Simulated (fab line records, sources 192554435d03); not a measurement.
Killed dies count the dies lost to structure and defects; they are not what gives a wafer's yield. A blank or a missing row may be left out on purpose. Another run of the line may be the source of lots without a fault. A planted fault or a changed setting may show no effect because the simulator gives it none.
Code-filled problem report in 8D (eight disciplines) form ; flow n5Finfet ; the parts of the form that need people (team, actions taken, sign-off) are left out

1. THE PROBLEM
Wafers without a fault read 1500.1 rpm, standard deviation 1.1; spinSpeedRpm at N5_BEOL_M9_COAT_05 reads a mean of 1561.7 rpm on 6 wafers belonging to 2 lots. That is +56 standard deviations from the usual mean.
The step: resist thk 90 nm.
Earliest sighting: wafer L257.1 on lithoTrack-03 at day 13 00:34. The record has a number at this step for 38 wafers belonging to 13 lots. Rule for "out", or "out of limits": more than 4 standard deviations from the usual mean. All remaining wafers that have a number are taken as sound.

2. WHAT IT IS, WHAT IT ISN'T
question;is;is not
which readings at this step;spinSpeedRpm;-
which lots;L257, L261;L245, L246, L247, L249, L251, L252, L253, L254, L255, L258, L266
which wafers of those lots;all that have a number;-
read on which tools;lithoTrack-03;lithoTrack-01, lithoTrack-04
when;from day 13 00:34;"up to then (29 sound wafers); but 3 sound wafers of L266 came after"

3. THE SUSPECTS, EACH WITH WHAT RULES IT OUT
Counting: a tool at a process step up to the reading stays a suspect if it ran every lot that is out and no sound lot after the first of them.
- lithoTrack-03 at N5_BEOL_M9_COAT_05 (resist thk 90 nm): kept. It processed each lot that is out, first L257 at day 13 00:34, and no sound lot thereafter; up to then, the last sound lot it processed was L258 at day 12 14:05. Its own readings are out on those wafers: spinSpeedRpm.
Remaining after the count: lithoTrack-03 at N5_BEOL_M9_COAT_05.

4. THE CAUSE (what the simulator had put in)
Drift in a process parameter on lithoTrack-03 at N5_BEOL_M9_COAT_05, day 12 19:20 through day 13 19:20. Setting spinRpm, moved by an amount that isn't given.
This tool alone remained once counting was done.

5. THE EFFECT CHAIN, in route order
Each row: a reading where the mean over the struck wafers with a number is more than 3 standard deviations away from the usual. Only readings for which the record gives a usual standard deviation are gone through. hours: the time from each lot's start at the first step in this table that gives one to its start at this step, as a median over the lots. sigmas: the change in usual standard deviations.
hours;step;reading;usual;on struck wafers;change;sigmas
0;N5_BEOL_M9_COAT_05;spinSpeedRpm;1500.1 rpm;1561.7;+61.6;+56
Process steps it contains:
- N5_BEOL_M9_COAT_05: resist thk 90 nm.

6. HOW IT WOULD HAVE BEEN CAUGHT EARLIER
5 hours passed between the start of the fault at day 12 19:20 and the first reading out of limits in this record, taken at day 13 00:34.
